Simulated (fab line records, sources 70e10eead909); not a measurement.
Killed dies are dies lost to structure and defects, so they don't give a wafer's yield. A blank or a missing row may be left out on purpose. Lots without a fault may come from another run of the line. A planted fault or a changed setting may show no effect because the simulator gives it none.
Which tool did it? | flow nand_harc | 14 lots, 42 wafers sampled, at 5 steps of a route of 1159

WHAT THE GAUGES READ, wafer by wafer
NHARC_THIN_TSV_CD_MEAS_12: target cd 1000 nm. Usual: cd_nm 1001.3 nm, standard deviation 2.5.
lot  | measured     | on        | cd_nm (nm)           | flag
L897 | day 18 13:37 | cd_sem-01 | 1003.9 1003.6 1002.7 |
L896 | day 18 21:07 | cd_sem-03 | 1004.5 999.8 1001.0  |
L899 | day 18 22:11 | cd_sem-01 | 999.4 1000.6 1002.8  |
L898 | day 18 23:35 | cd_sem-02 | 1000.5 999.2 995.1   |
L901 | day 19 00:44 | cd_sem-02 | 1001.2 999.7 1003.6  |
L900 | day 19 23:55 | cd_sem-01 | 1003.6 1003.3 1004.6 |
L903 | day 20 09:12 | cd_sem-02 | 1006.2 1000.1 1001.5 |
L902 | day 21 02:56 | cd_sem-01 | 1005.3 1002.3 1005.0 |
L904 | day 21 10:27 | cd_sem-02 | 1001.1 999.3 1003.6  |
L909 | day 22 21:28 | cd_sem-01 | 1000.4 1003.7 1001.0 |
L913 | day 23 14:32 | cd_sem-03 | 1002.9 1003.9 1000.4 |
L915 | day 24 02:10 | cd_sem-02 | 1002.5 1003.2 999.7  |
L917 | day 24 10:35 | cd_sem-03 | 996.9 1000.2 996.3   |
L918 | day 24 09:16 | cd_sem-03 | 1002.9 1000.9 997.6  |

NHARC_END_SORT_01. Usual: killed_at_array 29, standard deviation 10; killed_at_other 0.7, standard deviation 1.1; killed_at_periphery 3.3, standard deviation 2.4; killed_dies 33, standard deviation 11; killed_open 3.3, standard deviation 2; killed_short 1.9, standard deviation 1.3.
lot  | measured     | on        | killed_at_array | killed_at_other | killed_at_periphery | killed_dies | killed_open | killed_short | flag
L909 | day 23 12:39 | prober-02 | 125 120 113     | 2 1 0           | 4 11 4              | 131 132 117 | 4 1 3       | 3 1 0        | OFF
L913 | day 24 15:56 | prober-02 | 110 109 117     | 0 1 1           | 2 2 2               | 112 112 120 | 3 5 5       | 2 3 5        | OFF

WHICH TOOL RAN EACH LOT (tool, then ch and the chambers of the sampled wafers, then the start)
lot  | NHARC_A_CONTACT_ETCH_129             | NHARC_THIN_TSV_CMP_21         | NHARC_THIN_TSV_PRE_CLEAN_54
L897 | har_cap_etch-02 ch 0,1, day 16 21:11 | cmp-03 ch 0,2,3, day 18 18:01 | pvd_sputter-03, day 18 18:37
L896 | har_cap_etch-03 ch 0,1, day 16 22:50 | cmp-02 ch 1,2, day 19 01:41   | pvd_sputter-03, day 19 02:14
L899 | har_cap_etch-01 ch 0,1, day 17 03:05 | cmp-03 ch 0,1,3, day 19 02:36 | pvd_sputter-03, day 19 03:06
L898 | har_cap_etch-02 ch 0,1, day 17 06:56 | cmp-03 ch 2,3, day 19 03:53   | pvd_sputter-02, day 19 04:31
L901 | har_cap_etch-01 ch 0,1, day 17 08:19 | cmp-03 ch 1,3, day 19 05:08   | pvd_sputter-03, day 19 05:38
L900 | har_cap_etch-02 ch 0,1, day 18 00:16 | cmp-03 ch 0,3, day 20 04:49   | pvd_sputter-01, day 20 05:22
L903 | har_cap_etch-02 ch 0,1, day 18 12:29 | cmp-04 ch 0,2,3, day 20 13:51 | pvd_sputter-02, day 20 14:20
L902 | har_cap_etch-02 ch 0,1, day 18 23:05 | cmp-03 ch 1,2,3, day 21 07:26 | pvd_sputter-01, day 21 07:58
L904 | har_cap_etch-02 ch 0,1, day 19 04:50 | cmp-02 ch 1,2,3, day 21 14:48 | pvd_sputter-03, day 21 15:16
L909 | har_cap_etch-02 ch 0,1, day 20 13:15 | cmp-03 ch 1,2,3, day 23 02:08 | pvd_sputter-02, day 23 02:41
L913 | har_cap_etch-02 ch 0,1, day 21 06:45 | cmp-02 ch 1,2, day 23 20:12   | pvd_sputter-02, day 23 20:43
L915 | har_cap_etch-03 ch 0,1, day 22 03:05 | cmp-04 ch 0,1,3, day 24 06:38 | pvd_sputter-02, day 24 07:08
L917 | har_cap_etch-03 ch 0,1, day 22 12:56 | cmp-02 ch 0,3, day 24 15:15   | pvd_sputter-03, day 24 15:46
L918 | har_cap_etch-01 ch 0,1, day 22 13:26 | cmp-03 ch 0,2,3, day 24 13:38 | pvd_sputter-01, day 24 14:10
- NHARC_A_CONTACT_ETCH_129: etches the open film in C4F8/O2/Ar, time 155 s, target depth 956 nm.
- NHARC_THIN_TSV_CMP_21: polishes, t overpolish 30 s, target thk 2000 nm.
- NHARC_THIN_TSV_PRE_CLEAN_54: time 30 s.

WHAT THE TOOLS THEMSELVES READ (means of the sampled wafers that have a number; where no wafer has one, the mark that the record gives instead)
NHARC_THIN_TSV_CMP_21. Usual: motor_current_A 12.3 A, standard deviation 1.7; overpolish_run_s 30.000 s, standard deviation 0.0089.
lot  | tool   | motor_current_A (A) | overpolish_run_s (s) | flag
L897 | cmp-03 | 13.5                | 29.997               |
L896 | cmp-02 | 10.6                | 30.003               |
L899 | cmp-03 | 13.9                | 29.995               |
L898 | cmp-03 | 12.1                | 29.998               |
L901 | cmp-03 | 13.3                | 30.004               |
L900 | cmp-03 | 14.4                | 29.998               |
L903 | cmp-04 | 11.0                | 30.004               |
L902 | cmp-03 | 12.7                | 30.006               |
L904 | cmp-02 | 10.1                | 29.988               |
L909 | cmp-03 | 12.6                | 30.006               |
L913 | cmp-02 | 10.5                | 29.999               |
L915 | cmp-04 | 10.9                | 30.008               |
L917 | cmp-02 | 11.5                | 30.010               |
L918 | cmp-03 | 13.5                | 30.007               |

NHARC_THIN_TSV_PRE_CLEAN_54. Usual: heater_power_w 418 W, standard deviation 53.
lot  | tool           | heater_power_w (W) | flag
L897 | pvd_sputter-03 | 382                |
L896 | pvd_sputter-03 | 367                |
L899 | pvd_sputter-03 | 418                |
L898 | pvd_sputter-02 | 442                |
L901 | pvd_sputter-03 | 407                |
L900 | pvd_sputter-01 | 410                |
L903 | pvd_sputter-02 | 436                |
L902 | pvd_sputter-01 | 414                |
L904 | pvd_sputter-03 | 367                |
L909 | pvd_sputter-02 | 438                |
L913 | pvd_sputter-02 | 440                |
L915 | pvd_sputter-02 | 453                |
L917 | pvd_sputter-03 | 402                |
L918 | pvd_sputter-01 | 435                |

THE ANSWER, worked out from the rows above alone
Rule: a lot is off if the mean of its wafers that have a number lies more than 3 standard deviations from the usual mean. A lot without any number at a reading at which 4 lots or more have one is off too. The other lots that the step has rows for count as sound. The gauges are gone through in route order, then the tools' own readings, and for those a lot's mean is taken as printed above. The first step at which some lot is off is used, and at that step the reading that is off furthest; a lot without a number counts as furthest.
Off: L909, L913, at NHARC_END_SORT_01 (killed_at_array). Neither off nor sound, because the step has no rows for them: L897, L896, L899, L898, L901, L900, L903, L902, L904, L915, L917, L918.
A tool fits if, at a process step before that reading, it ran every lot that is off, and no sound lot after the first of them. The gauges at NHARC_END_SORT_01 are tried like those tools. Can't be told from this: 3 tools fit, har_cap_etch-02 at NHARC_A_CONTACT_ETCH_129, pvd_sputter-02 at NHARC_THIN_TSV_PRE_CLEAN_54, prober-02 at NHARC_END_SORT_01.

WHAT THE SIMULATOR HAD PUT IN
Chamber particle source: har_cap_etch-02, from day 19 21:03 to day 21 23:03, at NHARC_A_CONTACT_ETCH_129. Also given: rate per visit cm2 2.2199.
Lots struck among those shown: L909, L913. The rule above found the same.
